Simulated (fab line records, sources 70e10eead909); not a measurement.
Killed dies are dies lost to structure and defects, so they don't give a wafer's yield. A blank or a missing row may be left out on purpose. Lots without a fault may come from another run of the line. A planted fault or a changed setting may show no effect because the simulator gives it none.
Problem report in the 8D (eight disciplines) form, filled by code | flow nand_harc | the parts of the form that need people (team, actions taken, sign-off) are left out

1. THE PROBLEM
heater_power_total_W at NHARC_P_CONTACT_SOFTBAKE_07 reads a mean of 209.48 W on 4 wafers of 3 lots; wafers without a fault read 188.45 W with a standard deviation of 0.14. That is +99 or more standard deviations from the usual mean.
The step: time 55 s.
First seen on wafer L650.5, day 6 06:00, on litho_track-01. The record holds 42 wafers of 15 lots with a number at this step. Rule for "out", or "out of limits": more than 4 standard deviations from the usual mean. The other wafers with a number count as sound.

2. WHAT IT IS AND WHAT IT IS NOT
question                    | is                             | is not
which readings at this step | heater_power_total_W           | -
which lots                  | L650, L651, L652               | L646, L647, L659, L660, L661, L662, L664, L665, L666, L667, L668, L669
which wafers of those lots  | L650.5, L651.6, L652.5, L652.6 | L650.2, L651.3
read on which tools         | litho_track-01                 | litho_track-04, litho_track-06
when                        | from day 6 06:00               | up to then (7 sound wafers); but 31 sound wafers of L651, L659, L660, L661, L662, L664, L665, L666, L667, L668, L669 came after

3. SUSPECTS, AND WHAT RULES EACH OUT
Counting: a tool at a process step up to the reading stays a suspect if it ran every lot that is out. Sound lots after the first of them don't rule it out here, since some wafers of a struck lot are sound.
- litho_track-01 at NHARC_P_CONTACT_SOFTBAKE_07 (time 55 s): kept. It ran every lot that is out, first L650 (day 6 06:00); its last sound lot up to then is L647 (day 5 16:00). Its own readings are out on those wafers: heater_power_total_W.
Left after counting: litho_track-01 at NHARC_P_CONTACT_SOFTBAKE_07.

4. THE CAUSE (what the simulator had put in)
Process parameter drift: litho_track-01, from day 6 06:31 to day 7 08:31, at NHARC_P_CONTACT_SOFTBAKE_07. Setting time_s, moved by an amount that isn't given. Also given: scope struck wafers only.
Counting left only this tool.

5. THE CHAIN OF EFFECTS, in route order
Each row: a reading whose mean over the struck wafers that have a number lies more than 3 standard deviations from the usual. Only readings for which the record gives a usual standard deviation are gone through. hours: the time from each lot's start at the first step in this table that gives one to its start at this step, as a median over the lots. sigmas: the change in usual standard deviations.
hours | step                        | reading              | usual    | on struck wafers | change | sigmas
0     | NHARC_P_CONTACT_SOFTBAKE_07 | heater_power_total_W | 188.45 W | 209.48           | +21.03 | +99 or more
The process steps in it:
- NHARC_P_CONTACT_SOFTBAKE_07: time 55 s.
Later measuring or inspecting steps at which every struck wafer that the step has a row for has a number for every such reading, and none has moved that far: NHARC_P_CONTACT_OVL_MEAS_13.

6. WHAT WOULD HAVE CAUGHT IT SOONER
In this record the first reading out of limits was taken at day 6 06:00.
